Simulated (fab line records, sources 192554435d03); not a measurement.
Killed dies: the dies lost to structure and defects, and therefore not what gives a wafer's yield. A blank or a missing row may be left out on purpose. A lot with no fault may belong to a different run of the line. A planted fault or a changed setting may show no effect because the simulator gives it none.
fab line records	flow n5Finfet
record lots=24	wafers=72	lastDay=21
route steps=1938 shown HKMG_FIN@400 GATE_CUT@467
lots with no fault: from the same line, run without faults
startH: the number of hours between the record's first day and the start of the first shown wafer of the lot	waitH: how many hours have passed since the lot's step before this one	" identical to the entry in the row above	L1.1+2: a row that stands for several wafers	- no value, or no start was given	* or withheld: withheld	< > ~ a bound
route shown NAME@n: NAME is a module with steps in the file, n the number in the route of the first one	usual: mean and standard deviation over wafers with no fault	same: alike in all rows	chamber/n: place in a boat	sites: readings site by site	_std_site: standard deviation of those values	_edge_site: outer sites' mean less inner sites'	radiusMm: how far each site lies from the wafer's centre	mask NAME#n: copy n	behind: the tool/chamber that last shaped the wafer	hold: why the lot was held/for how many hours/how that ended	device: the transistor (n, p or np) that didn't switch	end of line: the route-end tests of the same wafers	a step with no rows: only its recipe	killed: the dies lost at the first sort to structure and to defects; this is not the yield of the wafer	map: the dies of a wafer, with x for killed, . for not killed, _ for no die there
set.NAME: the setting as run; set.NAME@STEP: as run at that earlier step	model.NAME: the simulator's own value behind a step, which no gauge read
the route's steps for a sample of lots (tables are steps, rows are wafers)
services: when a tool's chamber went out of use (startH, in hours from the record's first day, below 0 if earlier), for how many hours, and the reason
## steps
# step N5_HKMG_FIN_INSPECT_61
# recipe mode=adi	inspectInstrument=macro
# usual rawDefectCount=2.1/1.5
lot.wafer	tool	chamber	startH	waitH	rawDefectCount
L074.1	defectInspect-02	-	69.87	0.0	2
L074.4	"	-	"	"	2
L074.6	"	-	"	"	3
L075.2	defectInspect-02	-	75.74	0.0	0
L075.3	"	-	"	"	3
L075.4	"	-	"	"	5
L076.2	defectInspect-02	-	82.78	0.0	4
L076.4	"	-	"	"	2
L076.6	"	-	"	"	3
L077.2	defectInspect-01	-	87.87	0.0	1
L077.3	"	-	"	"	2
L077.5	"	-	"	"	1
L078.2	defectInspect-01	-	96.65	0.0	1
L078.4	"	-	"	"	5
L078.5	"	-	"	"	1
L079.4	defectInspect-02	-	103.44	0.0	1
L079.5	"	-	"	"	2
L079.6	"	-	"	"	0
L080.2	defectInspect-01	-	108.56	0.0	1
L080.4	"	-	"	"	3
L080.5	"	-	"	"	1
L081.3	defectInspect-02	-	113.60	0.0	2
L081.5	"	-	"	"	4
L081.6	"	-	"	"	2
L082.3	defectInspect-02	-	117.04	0.0	4
L082.4	"	-	"	"	0
L082.6	"	-	"	"	3
L083.2	defectInspect-02	-	122.97	0.0	2
L083.3	"	-	"	"	1
L083.6	"	-	"	"	4
L084.1	defectInspect-02	-	133.15	0.0	1
L084.4	"	-	"	"	1
L084.5	"	-	"	"	1
L085.2	defectInspect-01	-	139.48	0.0	0
L085.3	"	-	"	"	3
L085.4	"	-	"	"	2
L086.2	defectInspect-01	-	143.59	0.0	2
L086.3	"	-	"	"	1
L086.4	"	-	"	"	1
L087.1	defectInspect-02	-	147.32	0.0	0
L087.2	"	-	"	"	3
L087.6	"	-	"	"	4
L088.2	defectInspect-01	-	153.57	0.0	0
L088.5	"	-	"	"	2
L088.6	"	-	"	"	4
L089.1	defectInspect-01	-	159.95	0.0	4
L089.2	"	-	"	"	0
L089.4	"	-	"	"	1
L090.3	defectInspect-02	-	168.54	0.0	2
L090.4	"	-	"	"	1
L090.6	"	-	"	"	3
L091.3	defectInspect-02	-	173.27	0.0	2
L091.4	"	-	"	"	4
L091.5	"	-	"	"	1
L092.2	defectInspect-02	-	180.66	0.0	0
L092.3	"	-	"	"	3
L092.5	"	-	"	"	1
L093.2	defectInspect-02	-	184.71	0.0	3
L093.3	"	-	"	"	1
L093.6	"	-	"	"	2
L094.2	defectInspect-02	-	196.60	0.0	0
L094.3	"	-	"	"	2
L094.4	"	-	"	"	3
L095.1	defectInspect-01	-	199.66	0.0	1
L095.2	"	-	"	"	3
L095.6	"	-	"	"	2
L096.1	defectInspect-01	-	203.32	0.0	2
L096.2	"	-	"	"	2
L096.5	"	-	"	"	2
L097.4	defectInspect-01	-	211.01	0.0	1
L097.5	"	-	"	"	3
L097.6	"	-	"	"	2
# step N5_HKMG_FIN_THK_MEAS_70
# recipe thkMeasGauge=xrf	reads=HfO2_of_HKMG_FIN_HK_ALD_01
# usual HK_THK=1.609/0.022
lot.wafer	tool	chamber	startH	waitH	HK_THK[nm]
L074.1	filmMetro-01	-	72.31	0.2	1.596
L074.4	"	-	"	"	1.597
L074.6	"	-	"	"	1.614
L075.2	filmMetro-02	-	78.23	0.2	1.617
L075.3	"	-	"	"	1.578
L075.4	"	-	"	"	1.645
L076.2	filmMetro-02	-	85.29	0.2	1.582
L076.4	"	-	"	"	1.588
L076.6	"	-	"	"	1.622
L077.2	filmMetro-02	-	90.31	0.2	1.588
L077.3	"	-	"	"	1.569
L077.5	"	-	"	"	1.616
L078.2	filmMetro-02	-	99.09	0.2	1.629
L078.4	"	-	"	"	1.600
L078.5	"	-	"	"	1.569
L079.4	filmMetro-02	-	106.47	0.2	1.622
L079.5	"	-	"	"	1.560
L079.6	"	-	"	"	1.596
L080.2	filmMetro-02	-	111.22	0.2	1.611
L080.4	"	-	"	"	1.597
L080.5	"	-	"	"	1.582
L081.3	filmMetro-02	-	116.11	0.2	1.619
L081.5	"	-	"	"	1.604
L081.6	"	-	"	"	1.605
L082.3	filmMetro-01	-	119.74	0.2	1.589
L082.4	"	-	"	"	1.608
L082.6	"	-	"	"	1.575
L083.2	filmMetro-01	-	125.40	0.2	1.586
L083.3	"	-	"	"	1.602
L083.6	"	-	"	"	1.608
L084.1	filmMetro-01	-	135.79	0.2	1.604
L084.4	"	-	"	"	1.644
L084.5	"	-	"	"	1.621
L085.2	filmMetro-02	-	142.44	0.2	1.601
L085.3	"	-	"	"	1.577
L085.4	"	-	"	"	1.616
L086.2	filmMetro-02	-	146.37	0.2	1.587
L086.3	"	-	"	"	1.623
L086.4	"	-	"	"	1.638
L087.1	filmMetro-01	-	149.76	0.2	1.610
L087.2	"	-	"	"	1.587
L087.6	"	-	"	"	1.611
L088.2	filmMetro-02	-	156.14	0.2	1.611
L088.5	"	-	"	"	1.614
L088.6	"	-	"	"	1.631
L089.1	filmMetro-02	-	162.70	0.2	1.621
L089.2	"	-	"	"	1.672
L089.4	"	-	"	"	1.598
L090.3	filmMetro-02	-	170.98	0.2	1.610
L090.4	"	-	"	"	1.621
L090.6	"	-	"	"	1.619
L091.3	filmMetro-02	-	175.79	0.2	1.613
L091.4	"	-	"	"	1.612
L091.5	"	-	"	"	1.592
L092.2	filmMetro-02	-	183.12	0.2	1.568
L092.3	"	-	"	"	1.647
L092.5	"	-	"	"	1.621
L093.2	filmMetro-01	-	187.47	0.2	1.630
L093.3	"	-	"	"	1.641
L093.6	"	-	"	"	1.607
L094.2	filmMetro-01	-	199.04	0.2	1.600
L094.3	"	-	"	"	1.636
L094.4	"	-	"	"	1.592
L095.1	filmMetro-01	-	202.30	0.2	1.609
L095.2	"	-	"	"	1.614
L095.6	"	-	"	"	1.611
L096.1	filmMetro-02	-	205.83	0.2	1.578
L096.2	"	-	"	"	1.622
L096.5	"	-	"	"	1.571
L097.4	filmMetro-01	-	213.46	0.2	1.617
L097.5	"	-	"	"	1.600
L097.6	"	-	"	"	1.611
# step N5_HKMG_FIN_ETCH_31
# recipe chemistry=CF4	target=SiARC	targetDepthA=455	maskMaterial=CAR-ArF	timeS=75.8	ionEnergyEv=80	pressureMtorr=40	sourceW=545	biasW=36	Ar_flow_sccm=100	cf4FlowSccm=100	ends=cleared
# usual drypumpMotorCurrentA=5.66/0.2	etchRfOnTimeS=76.4/2.6	oesProductAu=0.67/0.068	rfVppV=184.1/1.1	showerheadPlenumPTorr=2.14/0.061	throttleValvePct=15.68/0.15
lot.wafer	tool	chamber	startH	waitH	drypumpMotorCurrentA	etchRfOnTimeS	oesProductAu	rfHoursCounterH	rfVppV	showerheadPlenumPTorr	throttleValvePct
L074.1	rieDiel-01	2	73.31	0.0	5.65	80.4	0.65	126	184.1	2.15	15.91
L074.4	"	3	"	"	5.84	79.4	0.59	214	183.0	2.13	15.65
L074.6	"	0	"	"	5.72	74.1	0.74	-	183.7	2.10	15.50
L075.2	rieDiel-03	1	79.23	0.0	5.76	74.8	0.72	75	181.9	2.08	15.60
L075.3	"	0	"	"	5.51	72.3	0.64	167	184.9	2.13	15.59
L075.4	"	1	"	"	5.78	75.4	0.72	-	183.5	2.08	15.61
L076.2	rieDiel-03	2	86.28	0.0	5.96	77.7	0.66	140	184.6	2.22	15.60
L076.4	"	0	"	"	5.52	71.9	0.65	-	182.9	2.13	15.59
L076.6	"	2	"	"	5.96	78.3	0.64	-	185.5	2.22	15.61
L077.2	rieDiel-03	1	91.38	0.0	5.78	75.5	0.71	80	182.3	2.07	15.61
L077.3	"	0	"	"	5.50	72.6	0.63	172	184.1	2.13	15.60
L077.5	"	2	"	"	5.92	78.7	0.64	-	184.3	2.22	15.61
L078.2	rieDiel-03	1	100.09	0.0	5.78	75.1	0.71	83	183.0	2.07	15.62
L078.4	"	0	"	"	5.53	72.4	0.64	-	184.9	2.13	15.61
L078.5	"	1	"	"	5.78	75.0	0.71	-	183.6	2.07	15.62
L079.4	rieDiel-04	0	107.34	0.0	5.82	74.1	0.60	245	182.7	2.11	16.05
L079.5	"	1	"	"	5.92	73.1	0.60	-	182.5	2.09	15.74
L079.6	"	2	"	"	5.40	77.1	0.60	-	185.0	2.21	15.70
L080.2	rieDiel-01	3	112.10	0.0	5.86	79.4	0.58	222	183.1	2.13	15.67
L080.4	"	1	"	"	5.56	74.9	0.75	42	184.0	2.26	15.55
L080.5	"	3	"	"	5.85	79.6	0.58	-	183.2	2.13	15.68
L081.3	rieDiel-03	3	117.26	0.0	5.64	77.4	0.69	106	184.3	2.07	15.51
L081.5	"	0	"	"	5.52	71.9	0.63	-	183.9	2.12	15.63
L081.6	"	1	"	"	5.77	74.7	0.71	-	183.1	2.07	15.65
L082.3	rieDiel-01	0	120.61	0.0	5.72	74.3	0.74	66	183.8	2.09	15.51
L082.4	"	1	"	"	5.55	75.0	0.75	43	186.3	2.26	15.57
L082.6	"	2	"	"	5.63	81.2	0.64	-	183.4	2.15	15.95
L083.2	rieDiel-01	3	126.40	0.0	5.85	79.8	0.58	226	183.6	2.13	15.66
L083.3	"	1	"	"	5.54	75.5	0.75	45	184.3	2.26	15.56
L083.6	"	3	"	"	5.86	80.3	0.59	-	183.1	2.13	15.66
L084.1	rieDiel-03	3	136.67	0.0	5.62	77.3	0.69	109	182.7	2.07	15.52
L084.4	"	0	"	"	5.51	73.2	0.62	184	184.2	2.12	15.62
L084.5	"	0	"	"	5.50	72.8	0.62	-	183.5	2.12	15.61
L085.2	rieDiel-04	2	143.44	0.0	5.41	77.2	0.59	222	185.3	2.20	15.71
L085.3	"	1	"	"	5.94	73.0	0.59	249	182.7	2.08	15.77
L085.4	"	2	"	"	5.42	76.7	0.59	-	183.5	2.20	15.70
L086.2	rieDiel-04	3	147.36	0.0	5.22	78.4	0.63	153	185.1	2.21	15.90
L086.3	"	0	"	"	5.86	73.4	0.87	0	184.7	2.11	15.55
L086.4	"	3	"	"	5.26	78.0	0.64	-	185.0	2.21	15.91
L087.1	rieDiel-01	2	150.76	0.0	5.65	79.7	0.63	148	181.9	2.14	15.96
L087.2	"	1	"	"	5.56	74.9	0.74	53	185.4	2.26	15.56
L087.6	"	3	"	"	5.87	78.9	0.59	-	185.3	2.12	15.68
L088.2	rieDiel-01	1	157.14	0.0	5.58	75.7	0.73	56	186.1	2.26	15.57
L088.5	"	2	"	"	5.63	81.0	0.63	-	183.6	2.14	15.96
L088.6	"	1	"	"	5.57	75.8	0.73	-	185.8	2.26	15.58
L089.1	rieDiel-01	0	163.72	0.0	5.72	73.9	0.72	81	183.4	2.09	15.55
L089.2	"	3	"	"	5.84	79.8	0.57	239	184.3	2.12	15.69
L089.4	"	2	"	"	5.62	80.7	0.63	154	183.0	2.14	15.99
L090.3	rieDiel-04	2	172.30	0.0	5.40	78.2	0.59	234	184.3	2.20	15.74
L090.4	"	0	"	"	5.87	73.1	0.82	-	184.3	2.10	15.57
L090.6	"	3	"	"	5.23	78.5	0.62	-	184.4	2.21	15.93
L091.3	rieDiel-04	1	176.79	0.0	5.88	73.4	0.86	1	184.5	2.08	15.24
L091.4	"	3	"	"	5.23	77.8	0.63	166	184.3	2.21	15.92
L091.5	"	3	"	"	5.24	77.8	0.63	-	185.0	2.21	15.91
L092.2	rieDiel-03	0	184.12	0.0	5.53	75.3	0.60	202	183.9	2.12	15.64
L092.3	"	3	"	"	5.68	79.4	0.66	128	182.7	2.06	15.55
L092.5	"	1	"	"	5.80	75.6	0.69	-	183.6	2.06	15.67
L093.2	rieDiel-03	2	188.47	0.0	5.97	78.1	0.63	172	185.4	2.21	15.67
L093.3	"	3	"	"	5.67	79.1	0.67	130	185.0	2.06	15.55
L093.6	"	0	"	"	5.51	75.1	0.60	-	183.6	2.12	15.67
L094.2	rieDiel-04	1	200.04	0.0	5.95	74.3	0.82	9	181.8	2.08	15.24
L094.3	"	0	"	"	5.82	73.9	0.79	21	184.0	2.10	15.61
L094.4	"	3	"	"	5.22	79.5	0.62	174	185.9	2.20	15.94
L095.1	rieDiel-03	2	203.17	0.0	5.98	79.5	0.62	177	185.7	2.21	15.68
L095.2	"	0	"	"	5.52	73.9	0.61	209	183.3	2.11	15.68
L095.6	"	2	"	"	5.99	79.3	0.62	-	185.4	2.21	15.69
L096.1	rieDiel-01	2	206.83	0.0	5.63	81.6	0.62	171	184.3	2.13	16.01
L096.2	"	0	"	"	5.76	74.4	0.70	100	183.6	2.08	15.59
L096.5	"	0	"	"	5.74	74.3	0.71	-	183.4	2.08	15.60
L097.4	rieDiel-01	3	214.39	0.0	5.87	76.7	0.85	0	183.5	2.12	15.23
L097.5	"	1	"	"	5.57	75.2	0.71	-	184.3	2.25	15.64
L097.6	"	0	"	"	5.71	74.2	0.70	-	184.9	2.08	15.59
# step N5_HKMG_FIN_NWFM_ALD_20
# recipe material=TiAlC	targetThkA=20	tempC=300	aldPrecursorFamily=TiCl4	aldCoReactant=TEA	pulseTimeS=3	purgeTimeS=2	coReactantPurgeTimeS=2	coReactantPulseTimeS=10	aldCycles=7	pressureTorr=3
# usual heaterPowerW=484/54	precursorPulseHeightRel=0.999/0.021
lot.wafer	tool	chamber	startH	waitH	heaterPowerW	precursorPulseHeightRel	sinceWetCleanH
L074.1	aldMetal-04	2	75.23	0.3	492	0.989	2815
L074.4	"	0	"	"	505	1.027	2815
L074.6	"	0	"	"	491	0.979	-
L075.2	aldMetal-01	3	81.15	0.3	486	0.991	5898
L075.3	"	1	"	"	530	1.042	5898
L075.4	"	0	"	"	451	1.018	5898
L076.2	aldMetal-04	1	88.20	0.3	431	0.952	2828
L076.4	"	0	"	"	498	1.003	2828
L076.6	"	1	"	"	432	0.984	-
L077.2	aldMetal-04	0	93.31	0.3	496	1.017	2833
L077.3	"	1	"	"	427	1.015	2833
L077.5	"	3	"	"	434	1.031	-
L078.2	aldMetal-02	3	102.01	0.3	457	0.996	4380
L078.4	"	1	"	"	590	1.012	4380
L078.5	"	0	"	"	585	1.014	-
L079.4	aldMetal-02	3	109.26	0.1	465	1.018	4388
L079.5	"	2	"	"	423	0.975	-
L079.6	"	1	"	"	598	1.011	-
L080.2	aldMetal-02	2	114.02	0.3	423	1.017	4392
L080.4	"	1	"	"	625	0.992	-
L080.5	"	2	"	"	425	1.022	-
L081.3	aldMetal-01	1	119.18	0.1	532	1.012	5936
L081.5	"	3	"	"	484	0.989	-
L081.6	"	2	"	"	469	0.984	-
L082.3	aldMetal-02	2	122.53	0.1	430	0.997	4401
L082.4	"	2	"	"	433	0.984	-
L082.6	"	1	"	"	607	0.978	-
L083.2	aldMetal-01	3	128.32	0.3	476	0.972	5945
L083.3	"	0	"	"	459	0.995	5945
L083.6	"	1	"	"	533	1.022	-
L084.1	aldMetal-04	2	138.58	0.3	489	0.997	2878
L084.4	"	3	"	"	424	1.004	2878
L084.5	"	2	"	"	482	0.998	-
L085.2	aldMetal-04	3	145.49	0.3	433	0.999	2885
L085.3	"	2	"	"	489	0.990	2885
L085.4	"	0	"	"	501	1.007	2885
L086.2	aldMetal-04	0	149.33	0.3	494	0.989	2889
L086.3	"	3	"	"	435	0.985	2889
L086.4	"	1	"	"	425	0.991	2889
L087.1	aldMetal-01	2	152.67	0.3	466	1.019	5969
L087.2	"	0	"	"	464	0.983	5969
L087.6	"	0	"	"	453	1.010	-
L088.2	aldMetal-01	2	159.24	0.3	478	0.979	5976
L088.5	"	3	"	"	497	0.986	-
L088.6	"	0	"	"	446	0.962	-
L089.1	aldMetal-02	0	165.63	0.3	574	1.037	4444
L089.2	"	3	"	"	457	1.004	4444
L089.4	"	2	"	"	424	1.021	4444
L090.3	aldMetal-02	0	174.30	0.1	583	0.978	4453
L090.4	"	2	"	"	415	1.028	4453
L090.6	"	2	"	"	433	1.005	-
L091.3	aldMetal-01	2	178.71	0.1	462	1.015	5995
L091.4	"	0	"	"	454	0.989	5995
L091.5	"	0	"	"	459	0.993	-
L092.2	aldMetal-02	2	186.04	0.3	418	1.013	4464
L092.3	"	3	"	"	446	1.011	4464
L092.5	"	0	"	"	565	1.003	-
L093.2	aldMetal-01	0	190.39	0.3	448	0.971	6007
L093.3	"	1	"	"	523	1.017	6007
L093.6	"	1	"	"	522	0.963	-
L094.2	aldMetal-01	3	202.52	0.3	485	0.995	6019
L094.3	"	1	"	"	542	0.986	6019
L094.4	"	2	"	"	457	1.002	6019
L095.1	aldMetal-04	1	205.21	0.3	432	1.018	2945
L095.2	"	2	"	"	489	0.988	2945
L095.6	"	0	"	"	495	0.990	-
L096.1	aldMetal-04	1	208.75	0.3	423	1.003	2949
L096.2	"	0	"	"	488	1.013	2949
L096.5	"	0	"	"	497	1.006	-
L097.4	aldMetal-04	3	216.41	0.1	437	0.980	2956
L097.5	"	0	"	"	490	0.977	-
L097.6	"	1	"	"	429	0.979	-
# step N5_GATE_CUT_ETCHBACK_30
# recipe chemistry=Cl2/Ar	target=TiN	targetDepthA=30	mode=isotropic	pressureMtorr=10	icpW=600	biasW=60	Cl2_flow_sccm=40	Ar_flow_sccm=60
# usual drypumpMotorCurrentA=6.0/0.41	oesProductAu=0.77/0.14	throttleValvePct=20.7/0.32
lot.wafer	tool	chamber	startH	waitH	drypumpMotorCurrentA	oesProductAu	rfHoursCounterH	throttleValvePct
L074.1	rieMetal-03	1	77.94	0.1	5.6	0.73	67	20.2
L074.4	"	0	"	"	6.2	0.59	-	20.8
L074.6	"	1	"	"	5.6	0.73	-	20.2
L075.2	rieMetal-02	0	83.82	0.1	6.6	0.61	125	21.0
L075.3	"	1	"	"	5.7	0.94	-	20.7
L075.4	"	0	"	"	6.6	0.62	-	21.0
L076.2	rieMetal-03	0	90.88	0.1	6.2	0.59	142	20.8
L076.4	"	1	"	"	5.6	0.74	-	20.2
L076.6	"	1	"	"	5.6	0.73	-	20.2
L077.2	rieMetal-03	1	95.98	0.1	5.6	0.74	68	20.2
L077.3	"	0	"	"	6.2	0.60	-	20.8
L077.5	"	1	"	"	5.6	0.74	-	20.2
L078.2	rieMetal-03	1	104.67	0.1	5.6	0.74	68	20.2
L078.4	"	0	"	"	6.2	0.59	-	20.8
L078.5	"	1	"	"	5.6	0.73	-	20.2
L079.4	rieMetal-02	0	112.04	0.0	6.6	0.61	-	21.0
L079.5	"	1	"	"	5.7	0.92	-	20.7
L079.6	"	0	"	"	6.6	0.61	-	21.0
L080.2	rieMetal-01	1	116.94	0.1	6.7	0.62	-	21.4
L080.4	"	1	"	"	6.7	0.62	-	21.4
L080.5	"	1	"	"	6.7	0.62	-	21.4
L081.3	rieMetal-02	1	121.86	0.0	5.8	0.93	-	20.6
L081.5	"	0	"	"	6.6	0.61	-	21.0
L081.6	"	1	"	"	5.7	0.92	-	20.6
L082.3	rieMetal-02	0	125.21	0.0	6.7	0.61	-	21.0
L082.4	"	1	"	"	5.7	0.92	-	20.6
L082.6	"	1	"	"	5.7	0.93	-	20.7
L083.2	rieMetal-03	1	131.33	0.1	5.6	0.73	-	20.2
L083.3	"	1	"	"	5.5	0.73	-	20.2
L083.6	"	1	"	"	5.6	0.73	-	20.2
L084.1	rieMetal-01	0	141.35	0.1	6.0	0.97	0	20.7
L084.4	"	0	"	"	6.0	0.97	-	20.7
L084.5	"	0	"	"	6.0	0.97	-	20.7
L085.2	rieMetal-02	1	148.16	0.1	5.7	0.93	6	20.6
L085.3	"	0	"	"	6.6	0.60	-	21.0
L085.4	"	1	"	"	5.7	0.91	-	20.7
L086.2	rieMetal-03	1	152.17	0.1	5.6	0.73	71	20.2
L086.3	"	0	"	"	6.2	1.01	-	20.6
L086.4	"	1	"	"	5.6	0.72	-	20.2
L087.1	rieMetal-02	1	155.34	0.1	5.7	0.91	7	20.7
L087.2	"	0	"	"	6.6	0.60	128	21.0
L087.6	"	0	"	"	6.6	0.60	-	21.0
L088.2	rieMetal-03	0	162.11	0.1	6.2	1.00	1	20.6
L088.5	"	0	"	"	6.2	0.99	-	20.6
L088.6	"	1	"	"	5.6	0.73	-	20.2
L089.1	rieMetal-02	0	168.36	0.1	6.5	0.60	129	21.0
L089.2	"	1	"	"	5.7	0.91	7	20.7
L089.4	"	1	"	"	5.7	0.91	-	20.7
L090.3	rieMetal-02	1	177.04	0.0	5.7	0.90	-	20.7
L090.4	"	0	"	"	6.6	0.60	-	21.0
L090.6	"	1	"	"	5.7	0.90	-	20.7
L091.3	rieMetal-02	1	181.78	0.1	5.7	0.90	-	20.7
L091.4	"	1	"	"	5.7	0.89	-	20.7
L091.5	"	1	"	"	5.7	0.90	-	20.7
L092.2	rieMetal-02	1	189.04	0.1	5.7	0.89	-	20.7
L092.3	"	1	"	"	5.8	0.89	-	20.7
L092.5	"	1	"	"	5.7	0.88	-	20.7
L093.2	rieMetal-03	0	193.39	0.1	6.2	0.96	4	20.6
L093.3	"	1	"	"	5.5	0.71	-	20.3
L093.6	"	0	"	"	6.2	0.95	-	20.6
L094.2	rieMetal-03	1	205.21	0.1	5.6	0.72	76	20.3
L094.3	"	0	"	"	6.2	0.96	-	20.6
L094.4	"	1	"	"	5.6	0.71	-	20.3
L095.1	rieMetal-03	1	208.03	0.1	5.6	0.71	77	20.3
L095.2	"	0	"	"	6.2	0.94	5	20.6
L095.6	"	1	"	"	5.6	0.71	-	20.3
L096.1	rieMetal-03	1	211.42	0.1	5.6	0.71	77	20.3
L096.2	"	0	"	"	6.2	0.93	6	20.6
L096.5	"	1	"	"	5.6	0.71	-	20.3
L097.4	rieMetal-03	1	219.32	0.0	5.6	0.71	-	20.3
L097.5	"	1	"	"	5.6	0.70	-	20.3
L097.6	"	0	"	"	6.2	0.93	-	20.6
# step N5_GATE_CUT_PECVD_57
# recipe material=SiNx	targetThkA=210	tempC=400	precursor=SiH4/NH3/N2	pressureTorr=1.5	rfW=300
# usual heaterPowerW=779/64	showerheadPlenumPTorr=5.14/0.058	throttleValvePct=40.6/3
lot.wafer	tool	chamber	startH	waitH	heaterPowerW	showerheadPlenumPTorr	sinceWetCleanH	throttleValvePct
L074.1	pecvd-01	1	80.65	1.1	799	5.20	1691	36.8
L074.4	"	2	"	"	857	5.14	-	37.4
L074.6	"	0	"	"	748	5.08	-	42.6
L075.2	pecvd-01	0	86.41	1.1	637	5.08	972	42.8
L075.3	"	1	"	"	839	5.21	1697	37.1
L075.4	"	1	"	"	860	5.21	-	37.0
L076.2	pecvd-03	2	93.47	1.1	824	5.06	43	36.9
L076.4	"	0	"	"	705	5.23	-	41.9
L076.6	"	1	"	"	745	5.07	-	41.3
L077.2	pecvd-04	1	98.94	1.1	768	5.20	1347	45.7
L077.3	"	2	"	"	824	5.10	2072	39.0
L077.5	"	2	"	"	827	5.11	-	39.2
L078.2	pecvd-04	1	107.28	1.1	782	5.18	1355	46.2
L078.4	"	1	"	"	783	5.18	-	45.8
L078.5	"	2	"	"	933	5.09	-	39.1
L079.4	pecvd-03	1	114.65	1.1	863	5.06	-	41.2
L079.5	"	2	"	"	795	5.07	-	37.0
L079.6	"	0	"	"	622	5.23	-	41.9
L080.2	pecvd-01	0	119.58	1.1	735	5.08	1005	43.0
L080.4	"	1	"	"	748	5.20	-	36.8
L080.5	"	2	"	"	774	5.13	-	37.4
L081.3	pecvd-01	0	124.44	1.1	776	5.08	1010	42.8
L081.5	"	0	"	"	755	5.06	-	42.6
L081.6	"	2	"	"	816	5.14	-	37.9
L082.3	pecvd-04	1	127.89	1.1	744	5.19	1376	46.0
L082.4	"	0	"	"	749	5.17	-	42.7
L082.6	"	2	"	"	887	5.10	-	39.0
L083.2	pecvd-01	1	134.38	1.1	832	5.21	1745	37.0
L083.3	"	2	"	"	812	5.13	266	37.8
L083.6	"	1	"	"	833	5.20	-	36.8
L084.1	pecvd-03	0	143.97	1.1	681	5.24	848	42.1
L084.4	"	1	"	"	773	5.07	-	41.0
L084.5	"	2	"	"	771	5.07	-	37.0
L085.2	pecvd-01	1	150.75	1.1	725	5.18	1761	36.9
L085.3	"	0	"	"	736	5.07	1036	43.3
L085.4	"	1	"	"	718	5.21	-	37.0
L086.2	pecvd-04	1	154.76	1.1	782	5.18	1402	46.1
L086.3	"	0	"	"	784	5.17	677	42.8
L086.4	"	0	"	"	761	5.16	-	43.0
L087.1	pecvd-04	0	158.00	1.1	789	5.16	681	42.8
L087.2	"	1	"	"	735	5.18	1406	45.7
L087.6	"	0	"	"	793	5.15	-	42.9
L088.2	pecvd-03	2	164.71	1.1	822	5.08	115	37.2
L088.5	"	2	"	"	810	5.08	-	37.1
L088.6	"	0	"	"	644	5.23	-	42.2
L089.1	pecvd-04	2	171.03	1.1	886	5.09	2144	39.4
L089.2	"	1	"	"	867	5.17	1419	45.7
L089.4	"	2	"	"	897	5.11	-	39.1
L090.3	pecvd-03	1	179.76	1.1	752	5.05	1609	41.1
L090.4	"	1	"	"	753	5.05	-	41.3
L090.6	"	0	"	"	645	5.21	-	42.4
L091.3	pecvd-04	2	184.51	1.1	851	5.10	2157	38.9
L091.4	"	2	"	"	841	5.12	-	39.2
L091.5	"	0	"	"	800	5.16	-	43.0
L092.2	pecvd-01	0	191.69	1.1	673	5.08	1077	42.7
L092.3	"	2	"	"	842	5.15	323	37.7
L092.5	"	2	"	"	839	5.15	-	38.0
L093.2	pecvd-04	0	195.98	1.1	726	5.16	719	43.2
L093.3	"	1	"	"	820	5.18	1444	46.0
L093.6	"	0	"	"	739	5.17	-	43.0
L094.2	pecvd-03	2	207.82	1.1	783	5.08	158	37.6
L094.3	"	0	"	"	728	5.24	-	42.4
L094.4	"	2	"	"	763	5.08	-	37.3
L095.1	pecvd-03	2	210.63	1.1	710	5.08	161	37.5
L095.2	"	0	"	"	723	5.24	915	42.5
L095.6	"	0	"	"	715	5.24	-	42.6
L096.1	pecvd-01	0	214.02	1.1	768	5.06	1099	42.8
L096.2	"	1	"	"	764	5.22	1824	36.7
L096.5	"	2	"	"	813	5.14	-	38.0
L097.4	pecvd-01	0	221.96	1.1	713	5.07	-	42.7
L097.5	"	2	"	"	807	5.13	-	37.6
L097.6	"	1	"	"	798	5.21	-	37.2
## services
tool	chamber	startH	hours	kind
rieDiel-04	-	50.82	2.8	pm
rieDiel-01	0	54.23	13.5	repair
rieDiel-03	0	56.45	17.9	repair
aldMetal-01	-	59.25	0.4	repair
pecvd-04	-	61.37	0.5	repair
pecvd-01	-	64.83	2.8	pm
rieDiel-03	3	73.73	36.7	repair
aldMetal-01	-	81.76	2.8	pm
rieDiel-04	3	94.76	1.6	repair
aldMetal-02	3	96.11	1.5	repair
aldMetal-02	0	111.21	23.8	repair
rieDiel-01	-	114.20	2.8	pm
rieDiel-03	2	115.16	18.1	repair
rieMetal-03	0	127.76	-	clean
rieMetal-03	0	127.76	21.4	scheduledDown
rieMetal-03	0	127.76	21.4	ventCycle
pecvd-04	-	128.88	1.7	repair
aldMetal-01	-	129.35	0.9	repair
aldMetal-02	2	130.18	8.3	repair
rieMetal-02	0	178.56	-	clean
rieMetal-02	0	178.56	14.0	scheduledDown
pecvd-03	1	201.85	11.8	repair
rieDiel-03	0	206.78	4.0	repair
rieMetal-01	-	210.33	1.8	repair
## key
fault none
